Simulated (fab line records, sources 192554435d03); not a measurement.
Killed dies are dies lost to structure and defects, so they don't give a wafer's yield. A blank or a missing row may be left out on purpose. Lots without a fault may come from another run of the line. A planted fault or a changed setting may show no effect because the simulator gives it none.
A struck lot beside a sound one | flow n5_finfet | 17 steps out of a route of 1938
Sound: wafers L263.2, L263.4, L263.5. Struck: wafer L277.5. (L277.1, L277.3 of the same lot were not struck and are left out.) The cause comes at the end.
At each step with rows: each side's tool, then ch and its chambers, then its first start. Under that, the readings that differ: sound wafers | struck wafers | difference of the means | sigmas: that difference in standard deviations of wafers without a fault.
alike: readings whose means differ by less than 2 such deviations, and words and numbers that are the same on both sides. not compared: withheld readings, readings that some wafer has no value for, bounds like >300 that may hide the same value, and numbers for which the record gives no deviation and whose values overlap.
The two part at a step that has a row with sigmas, a row that says differs or no value, or rows on one side only. Numbers that don't overlap but have no deviation are shown without sigmas and don't part them. A reading that every wafer of one side lacks parts them only if that side has two wafers or more.

first, 4 steps without rows for these wafers: N5_BEOL_M10_HM_STRIP_39 (strips TiN in peroxide tin strip, target depth 25 nm, time 158 s); N5_BEOL_M10_SRD_40 (time 30 s); N5_BEOL_M10_PRECLEAN_42 (cleans in residue remover, time 60 s); N5_BEOL_M10_SRD_43 (time 30 s).
N5_BEOL_M10_CD_MEAS_35: target cd 70 nm.
  sound on cd_sem-03, day 12 11:52; struck on cd_sem-02, day 16 04:23
  alike: cd_nm
then, 1 step without rows for these wafers: N5_BEOL_M10_CURE_72 (cures SiCOH lowk, time 120 s).
N5_BEOL_M10_DEGAS_44: time 60 s.
  sound on pvd_sputter-02, day 12 13:09; struck on pvd_sputter-03, day 16 05:08
  alike: heater_power_w
N5_BEOL_M10_PRE_CLEAN_45: time 30 s.
  sound on pvd_sputter-02, day 12 13:11; struck on pvd_sputter-03, day 16 05:10
  alike: heater_power_w
N5_BEOL_M10_ALD_74: deposits TaN, target thk 2 nm, pulse time 2 s, purge time 3 s.
  sound on ald_metal-03 ch 2,3, day 12 13:15; struck on ald_metal-03 ch 0, day 16 05:28
  alike: heater_power_w
then, 2 steps without rows for these wafers: N5_BEOL_M10_SURFACE_TREAT_76; N5_BEOL_M10_CVD_75 (deposits Co from CCTBA/H2, target thk 2 nm, time 138.9 s).
N5_BEOL_M10_SPUTTER_48: material Cu, target thk 12 nm, time 2 s.
  sound on pvd_sputter-03, day 12 13:46; struck on pvd_sputter-03, day 16 07:58
  reading                | sound             | struck | difference | sigmas
  cathode_dc_power_W (W) | 25994 26002 25995 | 26007  | +10        | +2
  alike: throttle_valve_pct
N5_BEOL_M10_ECD_50: material Cu, target thk 318 nm.
  sound on ecd_cu-02 ch 0,1, day 12 13:53; struck on ecd_cu-01 ch 1, day 16 08:05
  reading                                 | sound           | struck | difference | sigmas
  model.Cu_of_BEOL_M10_ECD_50.thk_nm (nm) | 322 315.6 319.6 | 441.2  | +122.1     |
N5_BEOL_M10_ANNEAL_51: time 90 s.
  sound on rtp_anneal-01 ch 0, day 12 14:02; struck on rtp_anneal-02 ch 0, day 16 08:25
  alike: wafer_temp_C_max
N5_BEOL_M10_CMP_52: polishes, stops on SiCOH lowk, t overpolish 7 s, target thk 140 nm.
  sound on cmp-01 ch 2,3, day 12 14:17; struck on cmp-04 ch 1, day 16 08:43
  reading                | sound    | struck | difference | sigmas
  time_to_endpoint_s (s) | 69 67 67 | 88     | +20        | +7
  alike: clearing_platen_down_force_psi, head_pressure_psi, motor_current_A, slurry_flow_ml_min
N5_BEOL_M10_THK_MEAS_53: measures by xrf.
  sound on film_metro-01, day 12 14:35; struck on film_metro-02, day 16 09:00
  alike: M10_THK
N5_PASSIVATION_PROBE_49:
  the record has rows for the sound wafers here (prober-02, day 14 23:48) and none for the struck ones

WHERE THEY PART
First at N5_BEOL_M10_SPUTTER_48; last, within this record, at N5_PASSIVATION_PROBE_49.

WHY: what the simulator had put in
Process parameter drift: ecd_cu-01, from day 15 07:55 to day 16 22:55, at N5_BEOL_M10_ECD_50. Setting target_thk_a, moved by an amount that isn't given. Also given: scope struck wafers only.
